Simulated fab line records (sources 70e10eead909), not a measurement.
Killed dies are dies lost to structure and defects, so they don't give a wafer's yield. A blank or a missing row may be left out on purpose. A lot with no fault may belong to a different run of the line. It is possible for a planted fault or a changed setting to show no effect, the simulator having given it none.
Matching of chambers :: flow nandHarc :: NHARC_P_M1_PRE_CLEAN_32 on pecvd-02 has 3 sister chambers
The step time 12 s. 18 wafers are shown with their chamber, then 9 later ones without.

## EACH WAFER AND ITS CHAMBER
wafer: L076.2
chamber: 1
heaterPowerW (W): 672

wafer: L076.3
chamber: 0
heaterPowerW (W): 590

wafer: L076.4
chamber: 0
heaterPowerW (W): 572

wafer: L075.3
chamber: 0
heaterPowerW (W): 605

wafer: L075.5
chamber: 2
heaterPowerW (W): 592

wafer: L075.6
chamber: 0
heaterPowerW (W): 609

wafer: L077.4
chamber: 2
heaterPowerW (W): 635

wafer: L077.5
chamber: 1
heaterPowerW (W): 638

wafer: L077.6
chamber: 0
heaterPowerW (W): 639

wafer: L080.2
chamber: 1
heaterPowerW (W): 628

wafer: L080.4
chamber: 0
heaterPowerW (W): 551

wafer: L080.6
chamber: 1
heaterPowerW (W): 620

wafer: L081.2
chamber: 0
heaterPowerW (W): 603

wafer: L081.3
chamber: 1
heaterPowerW (W): 587

wafer: L081.5
chamber: 2
heaterPowerW (W): 670

wafer: L086.3
chamber: 1
heaterPowerW (W): 584

wafer: L086.4
chamber: 0
heaterPowerW (W): 663

wafer: L086.6
chamber: 2
heaterPowerW (W): 682

SIGNATURES, as means of the wafers listed above
reading: heaterPowerW
chamber 0: 604.00
chamber 1: 621.50
chamber 2: 644.75
scatter within a chamber: 35.7
Rule: for a wafer and a chamber, the distance is found by dividing, reading by reading, the gap between the wafer's reading and the chamber's mean by the reading's scatter, squaring, summing and taking the root. The wafer belongs to the nearest chamber; if the next one is less than 2 further off, it can't be placed. How the scatter is found: for the shown wafers, subtract from each reading the mean of its chamber, square and add these, divide the total by (wafers less chambers), then take the root.

## WAFERS WITH NO CHAMBER GIVEN
wafer: L091.3
heaterPowerW (W): 576

wafer: L091.4
heaterPowerW (W): 556

wafer: L091.6
heaterPowerW (W): 630

wafer: L093.4
heaterPowerW (W): 606

wafer: L093.5
heaterPowerW (W): 641

wafer: L093.6
heaterPowerW (W): 621

wafer: L094.1
heaterPowerW (W): 673

wafer: L094.2
heaterPowerW (W): 623

wafer: L094.4
heaterPowerW (W): 681

## CHAMBER TAKEN BY EACH
wafer: L091.3
from the rows above: can't be placed: 0 or 1 or 2
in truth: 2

wafer: L091.4
from the rows above: can't be placed: 0 or 1 or 2
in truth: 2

wafer: L091.6
from the rows above: can't be placed: 1 or 2 or 0
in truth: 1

wafer: L093.4
from the rows above: can't be placed: 0 or 1 or 2
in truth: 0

wafer: L093.5
from the rows above: can't be placed: 2 or 1 or 0
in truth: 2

wafer: L093.6
from the rows above: can't be placed: 1 or 0 or 2
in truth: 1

wafer: L094.1
from the rows above: can't be placed: 2 or 1 or 0
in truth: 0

wafer: L094.2
from the rows above: can't be placed: 1 or 0 or 2
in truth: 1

wafer: L094.4
from the rows above: can't be placed: 2 or 1 or 0
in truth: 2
Placed correctly: 0 of 9. Not placeable from these rows: 9 (in 9, the candidates include the true chamber). 0 placed wrongly.
